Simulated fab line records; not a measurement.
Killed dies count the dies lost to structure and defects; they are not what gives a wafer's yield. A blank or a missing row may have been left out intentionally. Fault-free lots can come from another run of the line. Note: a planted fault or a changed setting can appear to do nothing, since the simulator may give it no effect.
Matching of chambers :: flow n5_finfet :: rie_diel-04 running N5_BEOL_M9_STRIP_19: 4 sister chambers
The step strips in O2. 4 wafers are shown with their chamber, then 7 later ones without.

EACH WAFER AND ITS CHAMBER
wafer: L083.5
chamber: 2
showerhead_plenum_p_Torr (Torr): 1.99

wafer: L085.1
chamber: 0
showerhead_plenum_p_Torr (Torr): 2.14

wafer: L084.2
chamber: 1
showerhead_plenum_p_Torr (Torr): 2.11

wafer: L084.4
chamber: 3
showerhead_plenum_p_Torr (Torr): 2.13

WAFERS MISSING THEIR CHAMBER
wafer: L084.5
showerhead_plenum_p_Torr (Torr): 2.13

wafer: L087.1
showerhead_plenum_p_Torr (Torr): 2.14

wafer: L087.3
showerhead_plenum_p_Torr (Torr): 1.99

wafer: L087.6
showerhead_plenum_p_Torr (Torr): 2.11

wafer: L097.1
showerhead_plenum_p_Torr (Torr): 1.98

wafer: L097.3
showerhead_plenum_p_Torr (Torr): 2.12

wafer: L097.4
showerhead_plenum_p_Torr (Torr): 2.13

CHAMBER TAKEN BY EACH
wafer: L084.5
from the rows above: can't be placed: 3 or 0
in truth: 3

wafer: L087.1
from the rows above: can't be placed: 0 or 3
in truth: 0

wafer: L087.3
from the rows above: 2
in truth: 2

wafer: L087.6
from the rows above: 1
in truth: 1

wafer: L097.1
from the rows above: 2
in truth: 2

wafer: L097.3
from the rows above: can't be placed: 3 or 1 or 0
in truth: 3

wafer: L097.4
from the rows above: can't be placed: 3 or 0
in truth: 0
Correct placement for 3 of the 7. Unplaceable from these rows: 4, with the true chamber sitting among the candidates in 4. Wrongly placed: 0.
How it was worked out, from the rows above alone: a wafer's distance from a chamber is the root of the sum, over the readings, of the square of ((its reading less the chamber's mean) divided by the reading's scatter). The wafer belongs to the nearest chamber; if the next one is less than 2 further off, it can't be placed. For every chamber, the mean is computed from those of its wafers that are shown. The scatter: root of mean squared gap, hidden wafer to nearest shown wafer, with one shown wafer a chamber.
